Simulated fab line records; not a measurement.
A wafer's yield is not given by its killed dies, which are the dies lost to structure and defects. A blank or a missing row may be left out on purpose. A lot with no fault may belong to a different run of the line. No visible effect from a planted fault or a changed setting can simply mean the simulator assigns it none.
Which tool did it? -- flow n5_finfet -- Sampling: 10 lots, 30 wafers, 5 of 1938 route steps

## WHAT EACH GAUGE READ, for each wafer
N5_DUMMY_GATE_OVL_MEAS_16. Usual: for GATE_OVL the level is -0.4 nm and the standard deviation is 0.65.
lot,measured,on,GATE_OVL (nm),flag
L591,day 3 10:02,overlay-01,-0.1 0.3 -0.4,
L594,day 4 06:01,overlay-02,0.2 -0.9 0.6,
L595,day 4 13:56,overlay-02,-0.4 -1.2 -0.2,
L596,day 4 17:02,overlay-02,-0.8 -0.8 -1.2,
L597,day 4 22:05,overlay-01,-0.7 -0.5 -1.5,
L598,day 5 06:46,overlay-02,-0.5 -0.1 -0.3,
L605,day 6 23:35,overlay-02,-0.8 -0.4 -1.0,
L606,day 7 05:42,overlay-02,-0.9 -0.4 -0.5,
L610,day 8 03:09,overlay-01,1.3 0.1 1.3,
L612,day 8 17:33,overlay-01,1.1 0.2 0.7,

N5_SD_EPI_N_CD_MEAS_09 targets a cd of 120 nm. Usual: cd_nm at 120.0 nm, with a standard deviation of 0.67.
lot,measured,on,cd_nm (nm),flag
L591,day 3 12:17,cd_sem-02,120.4 118.7 119.6,
L594,day 4 08:47,cd_sem-01,119.6 120.3 119.2,
L595,day 4 17:35,cd_sem-03,120.9 121.5 119.4,
L596,day 4 20:30,cd_sem-03,119.9 119.3 120.5,
L597,day 5 00:29,cd_sem-02,119.2 120.0 119.8,
L598,day 5 09:39,cd_sem-03,120.5 121.4 120.2,
L605,day 7 01:50,cd_sem-03,120.1 119.8 119.9,
L606,day 7 07:57,cd_sem-01,119.8 119.4 120.3,
L610,day 8 05:29,cd_sem-03,119.6 119.9 120.7,
L612,day 8 22:07,cd_sem-03,120.1 119.3 118.9,

N5_BEOL_M4_RC_MEAS_101. Usual: DIBL_N 36.3 mV/V, standard deviation 1.8; DIBL_P 36.5 mV/V, standard deviation 2.1; IOFF_N 0.16 nA/um, standard deviation 0.031; IOFF_P 0.22 nA/um, standard deviation 0.038; ION_N 677 uA/um, standard deviation 12; ION_P 466 uA/um, standard deviation 7.8; SS_N 71.5 mV/dec, standard deviation 0.61; SS_P 73.2 mV/dec, standard deviation 0.7; VT_N 249 mV, standard deviation 3; VT_P -248.9 mV, standard deviation 3.
lot,measured,on,DIBL_N (mV/V),DIBL_P (mV/V),IOFF_N (nA/um),IOFF_P (nA/um),ION_N (uA/um),ION_P (uA/um),SS_N (mV/dec),SS_P (mV/dec),VT_N (mV),VT_P (mV),flag
L591,day 9 08:14,prober-02,38.2 36.2 39.2,38.6 36.3 38.9,0.20 0.17 0.22,0.24 0.20 0.27,693 688 691,464 462 466,72.0 71.4 72.4,73.6 72.0 73.8,247 250 244,-246.9 -250.2 -246.2,
L594,day 10 15:43,prober-01,38.0 38.9 37.6,38.8 39.3 37.4,0.20 0.21 0.17,0.24 0.25 0.22,697 705 679,470 468 458,72.1 71.5 71.4,74.1 74.0 74.1,246 246 249,-249.7 -250.0 -252.2,
L595,day 10 13:41,prober-01,35.2 39.7 40.4,34.4 39.6 41.0,0.14 0.22 0.24,0.19 0.26 0.30,678 673 703,469 460 474,71.7 72.0 71.7,72.3 74.2 74.4,249 247 242,-249.9 -245.4 -245.9,
L596,day 10 01:01,prober-02,35.5 34.6 39.3,37.0 35.8 42.0,0.17 0.15 0.28,0.27 0.24 0.38,689 687 708,478 480 488,71.1 71.0 72.2,73.5 72.2 73.6,246 249 238,-243.1 -246.4 -240.6,
L597,day 10 10:07,prober-02,36.3 34.8 38.2,36.3 34.0 39.1,0.14 0.12 0.18,0.18 0.15 0.22,665 664 693,455 455 465,71.3 71.0 70.9,73.1 72.9 74.1,252 256 249,-255.5 -258.4 -252.0,
L598,day 10 18:19,prober-02,34.3 34.2 34.7,34.6 35.0 35.8,0.14 0.15 0.14,0.21 0.21 0.21,661 677 662,460 472 460,71.6 71.1 72.2,73.9 73.3 73.0,251 250 252,-247.7 -246.4 -247.3,
L605,day 12 03:20,prober-01,36.0 35.6 37.9,35.1 34.4 37.3,0.14 0.13 0.18,0.21 0.20 0.24,665 664 685,461 459 462,70.5 71.0 71.1,71.8 72.4 73.0,251 253 249,-251.0 -252.6 -247.0,
L606,day 12 17:38,prober-01,35.2 35.4 36.0,34.0 34.4 35.0,0.14 0.14 0.16,0.20 0.20 0.22,668 670 685,466 470 478,71.4 70.9 71.8,72.5 72.0 72.4,251 250 248,-248.6 -248.9 -248.1,
L610,day 13 19:41,prober-02,32.2 32.5 33.8,32.2 32.5 33.8,0.10 0.11 0.12,0.15 0.15 0.17,641 671 650,449 462 453,70.8 70.4 70.7,72.1 72.4 72.5,256 255 253,-254.0 -252.8 -252.0,
L612,day 14 01:23,prober-01,34.1 34.1 38.3,35.5 34.8 40.8,0.14 0.14 0.23,0.20 0.19 0.31,680 661 698,469 457 477,71.8 71.4 71.7,72.6 72.4 73.5,250 249 245,-250.0 -249.1 -246.5,

## WHAT TOOL EACH LOT RAN ON (gives the tool, then ch and the chambers of the sampled wafers, and finally the start)
lot,N5_DUMMY_GATE_ETCH_31,N5_SD_EPI_N_COAT_32
L591,"rie_diel-03 ch 2,3, day 3 10:34","litho_track-03 ch 0, day 3 11:55"
L594,"rie_diel-04 ch 0,1,2, day 4 07:03","litho_track-03 ch 0, day 4 08:25"
L595,"rie_diel-04 ch 0,2,3, day 4 14:30","litho_track-02 ch 0, day 4 17:13"
L596,"rie_diel-04 ch 0,2,3, day 4 17:46","litho_track-02 ch 0, day 4 20:16"
L597,"rie_diel-04 ch 0,1,2, day 4 22:44","litho_track-02 ch 0, day 5 00:07"
L598,"rie_diel-04 ch 0,1,2, day 5 07:26","litho_track-02 ch 0, day 5 09:17"
L605,"rie_diel-04 ch 0,1,3, day 7 00:05","litho_track-01 ch 0, day 7 01:28"
L606,"rie_diel-04 ch 0,3, day 7 06:13","litho_track-03 ch 0, day 7 07:43"
L610,"rie_diel-04 ch 0,1, day 8 03:40","litho_track-01 ch 0, day 8 05:14"
L612,"rie_diel-04 ch 1,2, day 8 18:02","litho_track-03 ch 0, day 8 21:45"
- N5_DUMMY_GATE_ETCH_31: etches SiO2 in C4F6/O2, target depth 82.5 nm, time 27.5 s.
- N5_SD_EPI_N_COAT_32: time 60 s, resist thk 350 nm.

## AS READ BY THE TOOLS THEMSELVES (means over the sampled wafers that have a number; for cases with no such wafer, the mark the record gives instead)
N5_DUMMY_GATE_ETCH_31. Usual: C4F6_flow_sccm 10.00 sccm, standard deviation 0.031; drypump_motor_current_A 5.9 A, standard deviation 0.39; oes_product_au 0.75 a.u., standard deviation 0.064; rf_vpp_V 667 V, standard deviation 9.1; showerhead_plenum_p_Torr 2.91 Torr, standard deviation 0.07; throttle_valve_pct 21.24 %, standard deviation 0.28.
lot,tool,C4F6_flow_sccm (sccm),drypump_motor_current_A (A),oes_product_au (a.u.),rf_vpp_V (V),showerhead_plenum_p_Torr (Torr),throttle_valve_pct (%),flag
L591,rie_diel-03,10.01,5.9,0.79,666,2.85,21.09,
L594,rie_diel-04,10.02,6.3,0.79,673,2.94,21.09,
L595,rie_diel-04,9.98,5.9,0.78,674,2.92,21.15,
L596,rie_diel-04,10.02,5.9,0.78,673,2.92,21.14,
L597,rie_diel-04,9.99,6.3,0.78,673,2.93,21.09,
L598,rie_diel-04,9.98,6.3,0.78,674,2.93,21.09,
L605,rie_diel-04,9.99,5.9,0.79,670,2.94,21.12,
L606,rie_diel-04,9.99,5.6,0.79,669,2.93,21.19,
L610,rie_diel-04,10.01,6.3,0.78,670,2.95,21.07,
L612,rie_diel-04,10.01,6.4,0.70,668,2.94,21.40,

N5_SD_EPI_N_COAT_32. Usual: spin_speed_rpm at 1500.2 rpm, with a standard deviation of 0.99.
lot,tool,spin_speed_rpm (rpm),flag
L591,litho_track-03,1499.7,
L594,litho_track-03,1500.1,
L595,litho_track-02,1499.5,
L596,litho_track-02,1498.9,
L597,litho_track-02,1662.1,OFF
L598,litho_track-02,1662.2,OFF
L605,litho_track-01,1499.6,
L606,litho_track-03,1501.3,
L610,litho_track-01,1501.0,
L612,litho_track-03,1500.5,

## THE ANSWER, worked out from the rows above alone
Rule: a lot is off if the mean of its wafers that have a number lies more than 3 standard deviations from the usual mean. A lot without any number at a reading at which 4 lots or more have one is off too. All remaining lots with rows at the step are treated as sound. The gauges are gone through in route order, then the tools' own readings, and for those a lot's mean is taken as printed above. The first step at which some lot is off is used, and at that step the reading that is off furthest; a lot without a number counts as furthest.
Off: L597, L598 (N5_SD_EPI_N_COAT_32, spin_speed_rpm).
A tool fits if, at that step or a process step before it, it ran every lot that is off, and no sound lot after the first of them. One candidate fits, namely litho_track-02 at N5_SD_EPI_N_COAT_32. A fault onset in the window from L596 (day 4 20:16, its last sound lot) to L597 (day 5 00:07, its first lot off) fits.
On the lots that are off, the tool's own readings at N5_SD_EPI_N_COAT_32 differ by more than 5 times the standard deviation of the sound lots' means, which bears it out; spin_speed_rpm reads 1662.2 rpm there versus 1500.1 rpm on the sound lots.

## WHAT THE SIMULATOR PUT IN
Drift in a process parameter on litho_track-02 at N5_SD_EPI_N_COAT_32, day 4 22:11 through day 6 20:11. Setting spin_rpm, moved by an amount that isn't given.
Struck lots among those shown: L597, L598. The same result came from the rule above.
